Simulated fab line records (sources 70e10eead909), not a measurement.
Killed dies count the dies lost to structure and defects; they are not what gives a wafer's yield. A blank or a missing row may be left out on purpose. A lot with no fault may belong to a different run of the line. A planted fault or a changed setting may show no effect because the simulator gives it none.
Chamber matching    flow nand harc    NHARC_P_GATE_ETCH_32 on rie si-01 has 4 sister chambers
The step etches the open film in HBr/Cl2, target depth 150 nm, time 100.1 s. 14 wafers are shown with their chamber, then 7 later ones without.

== WAFERS, EACH WITH ITS CHAMBER ==
wafer   chamber  oes product au (a.u.)  throttle valve pct (%)
L134.3  0        0.994                  26.417
L134.5  0        1.001                  26.398
L134.6  3        0.993                  26.412
L138.1  0        0.989                  26.405
L138.2  3        0.983                  26.403
L138.6  3        0.993                  26.415
L142.2  2        1.000                  26.404
L142.4  1        1.010                  26.405
L142.5  2        0.997                  26.419
L146.4  0        0.998                  26.390
L146.5  1        0.989                  26.411
L146.6  0        0.992                  26.407
L144.4  1        0.993                  26.411
L144.5  0        0.995                  26.390

SIGNATURES (averages over the wafers above)
reading             chamber 0  chamber 1  chamber 2  chamber 3  scatter within a chamber
oes product au      0.99483    0.99733    0.99850    0.98967    0.00641
throttle valve pct  26.40117   26.40900   26.41150   26.41000   0.00879
Rule: for a wafer and a chamber, the distance is found by dividing, reading by reading, the gap between the wafer's reading and the chamber's mean by the reading's scatter, squaring, summing and taking the root. The wafer belongs to the nearest chamber; if the next one is less than 2 further off, it can't be placed. The scatter: the root of (the sum of the squares of (reading less its chamber's mean) over the shown wafers, divided by (wafers less chambers)).

== WAFERS MISSING THEIR CHAMBER ==
wafer   oes product au (a.u.)  throttle valve pct (%)
L144.6  0.995                  26.419
L150.2  1.003                  26.405
L150.4  0.999                  26.408
L150.6  0.999                  26.403
L156.1  0.989                  26.406
L156.2  0.985                  26.414
L156.6  0.991                  26.405

== EACH ONE'S CHAMBER ==
wafer   from the rows above                in truth
L144.6  can't be placed: 2 or 1 or 3 or 0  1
L150.2  can't be placed: 1 or 2 or 0 or 3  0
L150.4  can't be placed: 1 or 2 or 0 or 3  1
L150.6  can't be placed: 0 or 1 or 2 or 3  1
L156.1  can't be placed: 3 or 0 or 1 or 2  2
L156.2  can't be placed: 3 or 1 or 0 or 2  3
L156.6  can't be placed: 3 or 0 or 1 or 2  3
0 of 7 placed correctly. Not placeable from these rows: 7 (in 7, the candidates include the true chamber). Number placed wrongly: 0.
